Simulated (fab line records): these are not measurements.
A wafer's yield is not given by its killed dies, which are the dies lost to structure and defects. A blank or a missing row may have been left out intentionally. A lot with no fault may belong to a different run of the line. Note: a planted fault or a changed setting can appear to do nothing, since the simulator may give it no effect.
A lot that was struck, set against a sound lot    flow nand-harc    15 out of 1159 route steps
Sound: wafers L436.2, L436.4, L436.6. Wafers L445.1, L445.2, L445.4 were the ones struck. At the end, the cause is stated.
Order at every step that has rows: each side's tool, ch and its chambers, its first start. Under that, the readings that differ: sound wafers    struck wafers    difference of the means    sigmas: that difference in standard deviations of wafers without a fault.
alike: readings whose means differ by less than 2 such deviations, and words and numbers that are the same on both sides. not compared: withheld readings, readings that some wafer has no value for, bounds like >300 that may hide the same value, and numbers for which the record gives no deviation and whose values overlap.
Wherever a step has rows on one side only, a row that says differs or no value, or a row with sigmas, the two part there. Non-overlapping numbers with no deviation appear without sigmas and do not part them. A reading that every wafer of one side lacks parts them only if that side has two wafers or more.

NHARC_P_M1_INSPECT_27:
  sound on defect-inspect-01 at day 9 12:28; struck on defect-inspect-01 at day 11 23:46
  alike: raw-defect-count
NHARC_P_M1_PRE_CLEAN_32: time 12 s.
  sound on pecvd-03 ch 1,2, day 9 12:32; struck on pecvd-01 ch 0,1,2, day 11 23:52
  alike: heater-power-w
NHARC_P_M1_DEP_33: deposits SiCN, target thk 30 nm.
  sound on pecvd-03 ch 1,2, day 9 12:37; struck on pecvd-01 ch 0,1,2, day 11 23:58
  alike: heater-power-w
then, 8 steps without rows for these wafers: NHARC_P_M2_DEP_00 (deposits SiOC, target thk 182.5 nm); NHARC_P_M2_DEHYDRATE_01 (time 120 s); NHARC_P_M2_HMDS_02 (time 30 s); NHARC_P_M2_COAT_34 (time 65 s); NHARC_P_M2_COAT_03 (resist thk 90 nm); NHARC_P_M2_SOFTBAKE_04 (time 55 s); NHARC_P_M2_EBR_05; NHARC_P_M2_EXPOSE_06 (exposes mask P M2, target cd 170 nm).
NHARC_P_M2_PEB_07: peb time 65 s.
  sound on litho-track-04 ch 0, day 9 13:47; struck on litho-track-01 ch 0, day 12 01:04
reading                   sound               struck                difference  sigmas
heater-power-total-W (W)  156.2 157.0 156.7   187.6 187.5 187.1     +30.8       +73
plate-temp-C (C)          99.91 100.01 99.96  114.15 114.32 113.97  +14.19      +99 or more
then, 1 step without rows for these wafers: NHARC_P_M2_DEVELOP_08 (develop time 35 s).
NHARC_P_M2_CD_MEAS_09: the cd target is 170 nm.
  sound on cd-sem-01 ch 0, day 9 13:52; struck on cd-sem-03 ch 0
reading     sound              struck             difference  sigmas
cd-nm (nm)  170.9 170.1 169.2  206.1 206.6 205.8  +36.1       +60
  not compared: hold
NHARC_END_SORT_01:
  the record has rows for the sound wafers here (prober-01 ch 0, day 22 11:38) and none for the struck ones

WHERE THEY PART
At NHARC_P_M2_PEB_07 first; at NHARC_END_SORT_01 last (within this record only).

WHY: what had been put in by the simulator
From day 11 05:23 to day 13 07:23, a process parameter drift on litho-track-01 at NHARC_P_M2_PEB_07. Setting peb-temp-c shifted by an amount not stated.
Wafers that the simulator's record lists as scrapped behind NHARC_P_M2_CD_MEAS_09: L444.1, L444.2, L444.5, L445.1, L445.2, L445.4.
